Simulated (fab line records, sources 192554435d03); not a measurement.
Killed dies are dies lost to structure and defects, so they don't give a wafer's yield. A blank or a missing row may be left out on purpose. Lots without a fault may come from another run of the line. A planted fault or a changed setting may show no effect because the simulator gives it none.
One fault seen from 2 desks | flow n5_finfet | each desk has only its own numbers; what lay behind them comes last

THE DEFECT DESK
What the inspections along the route counted, lot by lot: means of the sampled wafers that have a number. A lot is out of limits, marked OUT, if its mean lies more than 4 standard deviations from the usual mean; the brackets give that distance.
Columns: A = raw_defect_count at N5_MIM_TOP_LITHO_INSPECT_12, usual 2.0; B = raw_defect_count at N5_PASSIVATION_INSPECT_57, usual 1.9
lot  | first seen here | A   | B
L783 | day 11 06:49    | 3.0 | 1.7
L782 | day 12 00:29    | 3.0 | 1.0
L785 | day 12 01:10    | 4.0 | 1.0
L788 | day 12 22:41    | 1.0 | 2.3
L789 | day 13 07:11    | 3.0 | 1.3
L790 | day 13 10:29    | 2.0 | 1.7
L791 | day 13 15:36    | 1.7 | -
L792 | day 14 05:05    | 2.3 | -
L793 | day 14 09:45    | 3.0 | -
L798 | day 16 02:12    | 3.0 | 1.0
L801 | day 16 20:24    | 1.3 | 3.0
L802 | day 16 21:41    | 2.3 | 2.3
L803 | day 17 01:31    | 0.7 | 0.7
L804 | day 17 09:52    | 1.7 | 3.0
L805 | day 18 07:45    | 1.3 | 1.7
This desk's finding: nothing out of limits on any of the 15 lots.

THE TOOL OWNER'S DESK: krf_scanner-01
The tool's own readings at N5_PASSIVATION_EXPOSE_41 (exposes mask PASS OPEN, defocus 0 nm, target cd 40000 nm): means of the sampled wafers that have a number, for each lot that ran on this tool. A lot is out of limits, marked OUT, if its mean lies more than 4 standard deviations from the usual mean; the brackets give that distance.
Columns: A = exposure_dose_mJ_cm2 at N5_PASSIVATION_EXPOSE_41, usual 57.25; B = focus_offset_nm at N5_PASSIVATION_EXPOSE_41, usual 0.0 nm
lot  | first seen here | A     | B
L783 | day 11 13:02    | 57.24 | -0.1
L782 | day 12 06:29    | 57.27 | 0.2
L785 | day 12 08:02    | 57.19 | -0.2
L788 | day 13 06:05    | 57.26 | 0.0
L790 | day 13 17:23    | 57.24 | 0.3
L803 | day 17 07:36    | 57.17 | -0.2
L804 | day 17 16:34    | 57.30 | -0.6
L805 | day 18 14:02    | 57.23 | 0.2
This desk's finding: nothing out of limits on any of the 8 lots.

PUT TOGETHER
The defect desk saw nothing out of limits.
The tool owner's desk saw nothing out of limits.

WHAT THE SIMULATOR HAD PUT IN
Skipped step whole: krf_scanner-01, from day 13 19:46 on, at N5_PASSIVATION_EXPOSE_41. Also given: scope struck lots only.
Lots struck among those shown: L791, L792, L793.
